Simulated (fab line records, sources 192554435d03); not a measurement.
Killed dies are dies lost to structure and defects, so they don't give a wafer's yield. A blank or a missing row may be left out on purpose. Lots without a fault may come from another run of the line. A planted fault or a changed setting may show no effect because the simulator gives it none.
Which tool did it? | flow n5_finfet | 8 lots, 21 wafers sampled, at 4 steps of a route of 1938

WHAT THE GAUGES READ, wafer by wafer
N5_BEOL_M4_OCD_MEAS_38.
lot  | measured     | on     | trench_depth_nm (nm)
L178 | day 8 02:09  | ocd-02 | 54.4 54.6 56.6
L180 | day 8 13:20  | ocd-02 | 54.4 56.7 54.6
L182 | day 9 02:40  | ocd-01 | 55.7 57.3 57.7
L184 | day 9 05:26  | ocd-01 | 57.2 55.8 58.1
L192 | day 13 01:28 | ocd-01 | 34.6 33.4
L187 | day 13 01:51 | ocd-01 | 53.1 34.3
L193 | day 13 21:13 | ocd-01 | 34.8 54.4
L195 | day 14 03:37 | ocd-02 | 56.7 57.2 56.9

WHICH TOOL RAN EACH LOT (tool, then ch and the chambers of the sampled wafers, then the start)
lot  | N5_BEOL_M4_ETCH_70                 | N5_BEOL_M4_VIA_ETCH_34             | N5_BEOL_M4_TRENCH_ETCH_37
L178 | rie_diel-03 ch 1,2,3, day 8 01:47  | rie_diel-03 ch 1,2,3, day 8 01:53  | rie_diel-03 ch 1,2,3, day 8 01:59
L180 | rie_diel-02 ch 0,2, day 8 12:49    | rie_diel-02 ch 0,2, day 8 12:58    | rie_diel-02 ch 0,2, day 8 13:07
L182 | rie_diel-02 ch 1,2, day 9 02:19    | rie_diel-02 ch 1,2, day 9 02:25    | rie_diel-02 ch 1,2, day 9 02:31
L184 | rie_diel-02 ch 0,2, day 9 05:04    | rie_diel-02 ch 0,2, day 9 05:11    | rie_diel-02 ch 0,2, day 9 05:17
L192 | rie_diel-02 ch 1,2, day 13 01:07   | rie_diel-02 ch 1,2, day 13 01:13   | rie_diel-02 ch 1,2, day 13 01:19
L187 | rie_diel-02 ch 2,3, day 13 01:29   | rie_diel-02 ch 2,3, day 13 01:35   | rie_diel-02 ch 2,3, day 13 01:41
L193 | rie_diel-02 ch 2,3, day 13 20:52   | rie_diel-02 ch 2,3, day 13 20:58   | rie_diel-02 ch 2,3, day 13 21:04
L195 | rie_diel-04 ch 0,1,3, day 14 03:15 | rie_diel-04 ch 0,1,3, day 14 03:21 | rie_diel-04 ch 0,1,3, day 14 03:27
- N5_BEOL_M4_ETCH_70: etches SOC in N2/H2, target depth 80 nm, overetch 24 nm, time 130 s.
- N5_BEOL_M4_VIA_ETCH_34: etches the open film in C4F6/O2, target depth 69.4 nm, time 65.9 s.
- N5_BEOL_M4_TRENCH_ETCH_37: etches SiOC in C4F6/O2, target depth 55.555 nm, time 29.2 s.

THE ANSWER, worked out from the rows above alone
Rule: what is usual is taken from the lots themselves. Put in order of their means at a reading, lots are off if they are a third of the lots or fewer, leave a main group of 4 or more, and stand apart from it by a gap of 3 or more times the standard deviation of the main group's means; of several such gaps the widest counts. A main group whose means are all the same, to the digits that the tables above print for the reading, isn't used. A lot without any number at a reading at which 4 lots or more have one is off too. The other lots that the step has rows for count as sound.
No lot is off at any reading shown: from this, nothing can be told.

WHAT THE SIMULATOR HAD PUT IN
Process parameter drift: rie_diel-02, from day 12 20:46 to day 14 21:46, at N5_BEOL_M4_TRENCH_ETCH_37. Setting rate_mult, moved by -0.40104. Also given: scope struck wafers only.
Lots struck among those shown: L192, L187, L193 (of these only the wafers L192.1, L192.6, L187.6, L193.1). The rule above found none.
